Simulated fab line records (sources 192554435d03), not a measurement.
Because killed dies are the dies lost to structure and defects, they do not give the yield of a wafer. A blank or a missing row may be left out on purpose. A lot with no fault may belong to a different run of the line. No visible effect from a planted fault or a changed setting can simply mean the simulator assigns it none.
Problem report, 8D (eight disciplines) form, completed by code    flow n5-finfet    the parts of the form that need people (team, actions taken, sign-off) are left out

== 1. PROBLEM STATEMENT ==
At N5_BEOL_M3_CMP_52, barrier-field-endpoint-s averages 30.7 s over 6 wafers from 2 lots, while fault-free wafers read 25.1 s, standard deviation 0.72. Relative to the usual mean, that is a shift of +7.8 standard deviations.
The step: polishes, stops on SiOC, t overpolish 6.8 s, target thk 40 nm.
Seen first at day 12 17:51 on cmp-02, wafer L910.1. At this step, 33 wafers from 11 lots have a number in the record. The rule behind "out" and "out of limits": a value lying over 4 standard deviations away from the usual mean. The other wafers with a number count as sound.

== 2. WHAT THIS IS AND IS NOT ==
question                     is                        is not
which readings at this step  barrier-field-endpoint-s  motor-current-A, overpolish-run-s
which lots                   L910, L914                L892, L895, L896, L898, L899, L901, L905, L913, L915
which wafers of those lots   all that have a number    -
read on which tools          cmp-02                    cmp-01, cmp-04
when                         from day 12 17:51         up to then (21 sound wafers); but 6 sound wafers of L913, L915 came after

== 3. THE SUSPECTS, EACH WITH WHAT RULES IT OUT ==
Counting: a tool at any process step up to the reading remains a suspect when it ran all the lots that are out and ran no sound lot after the first of those.
- cmp-02 at N5_BEOL_M3_CMP_52 (polishes, stops on SiOC, t overpolish 6.8 s, target thk 40 nm): kept. It ran every lot that is out, first L910 (day 12 17:51), and no sound lot after that; its last sound lot up to then is L905 (day 10 12:43). On those wafers its own readings are out: barrier-field-endpoint-s.
The count leaves cmp-02 at N5_BEOL_M3_CMP_52.

== 4. THE CAUSE (what the simulator had put in) ==
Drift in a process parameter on cmp-02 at N5_BEOL_M3_CMP_52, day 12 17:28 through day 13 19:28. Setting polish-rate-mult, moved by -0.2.
Counting left only this tool.

== 5. SEQUENCE OF EFFECTS, ordered by route ==
Each row: a reading whose mean over the struck wafers that have a number lies more than 3 standard deviations from the usual. Only readings whose record carries a usual standard deviation are examined. hours: median over the lots of the time between each lot's start at the first step of this table that gives one and its start at this step. sigmas: the change, counted in usual standard deviations.
hours  step               reading                   usual   on struck wafers  change  sigmas
0      N5_BEOL_M3_CMP_52  barrier-field-endpoint-s  25.1 s  30.7              +5.6    +7.8
0      N5_BEOL_M3_CMP_52  time-to-endpoint-s        66 s    78                +12     +3.2
Process steps it contains:
- N5_BEOL_M3_CMP_52: polishes, stops on SiOC, t overpolish 6.8 s, target thk 40 nm.
At these later measuring or inspecting steps, every struck wafer for which the step has a row has a number for every such reading, and none has moved that far: N5_BEOL_M4_RC_MEAS_101.

== 6. HOW IT WOULD HAVE BEEN CAUGHT EARLIER ==
The fault began at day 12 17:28; the first out-of-limits reading in this record came at day 12 17:51, 0 hours later.
